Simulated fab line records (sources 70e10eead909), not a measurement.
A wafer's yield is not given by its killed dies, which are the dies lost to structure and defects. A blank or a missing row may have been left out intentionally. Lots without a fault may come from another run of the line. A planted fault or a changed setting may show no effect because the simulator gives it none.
Comparing a struck lot with a sound one | flow nand_harc | 13 steps out of a route of 1159
Sound: the wafers L185.2, L185.3, L185.5. Wafers L189.2, L189.4, L189.5 were the ones struck. The cause is given at the end.
Per side, at each step with rows, come the tool, then ch with its chambers, and then its first start. Under that, the readings that differ: sound wafers | struck wafers | difference of the means | sigmas: that difference in standard deviations of wafers without a fault.
alike: words and numbers the same on both sides, and readings whose means are apart by under 2 such deviations; not compared: readings that were withheld, readings missing a value for some wafer, numbers with overlapping values and no deviation given by the record, and bounds like >300 which may hide the same value.
The two part at a step that has a row with sigmas, a row that says differs or no value, or rows on one side only. Numbers that don't overlap but have no deviation are shown without sigmas and don't part them. A reading that every wafer of one side lacks parts them only if that side has two wafers or more.

NHARC_A_STAIRCASE_TRIM_26: chemistry O2, time 211.2 s.
  sound: rie_diel-07 ch 1,2; struck: rie_diel-06 ch 0,2,3
  alike: drypump_motor_current_A, oes_product_au, rf_vpp_V, showerhead_plenum_p_Torr, throttle_valve_pct
  not compared: rf_hours_counter_h
NHARC_A_STAIRCASE_ETCH_27: etches the open film in C4F8/O2, target depth 100 nm, time 40.5 s.
  sound: rie_diel-07 ch 0,1,2; struck: rie_diel-06 ch 0,1,2
  alike: bias_w, oes_product_au, rf_vpp_V
  not compared: rf_hours_counter_h
NHARC_A_STAIRCASE_STRIP_175: strips in O2.
  sound on plasma_asher-02 ch 0,1, day 14 12:12; struck on plasma_asher-01 ch 0,1, day 15 02:04
  alike: drypump_motor_current_A, heater_power_w, rf_refl_power_W
  not compared: rf_hours_counter_h
then, 8 steps without rows for these wafers: NHARC_A_STAIRCASE_STRIP_148 (strips in SPM, time 900 s); NHARC_A_STAIRCASE_PRECLEAN_149 (cleans in SC1); NHARC_A_STAIRCASE_SRD_150; NHARC_A_STAIRCASE_DEHYDRATE_176 (time 120 s); NHARC_A_STAIRCASE_HMDS_177 (time 30 s); NHARC_A_STAIRCASE_COAT_178; NHARC_A_STAIRCASE_SOFTBAKE_179 (time 170 s); NHARC_A_STAIRCASE_EBR_180.
NHARC_A_STAIRCASE_EXPOSE_181: exposes mask STAIR 2.
  sound on krf_scanner-04 ch 0, day 14 13:18; struck on krf_scanner-03 ch 0, day 15 03:10
  reading                             | sound                | struck            | difference | sigmas
  model.A_STAIRCASE.overlay_x_nm (nm) | -2.451 -2.451 -2.451 | 36.97 36.97 36.97 | +39.42     |
  alike: mask, focus_offset_nm
then, 1 step without rows for these wafers: NHARC_A_STAIRCASE_PEB_182 (peb time 130 s).

== WHERE THEY PART ==
Nowhere in this record.

WHY: what the simulator had put in
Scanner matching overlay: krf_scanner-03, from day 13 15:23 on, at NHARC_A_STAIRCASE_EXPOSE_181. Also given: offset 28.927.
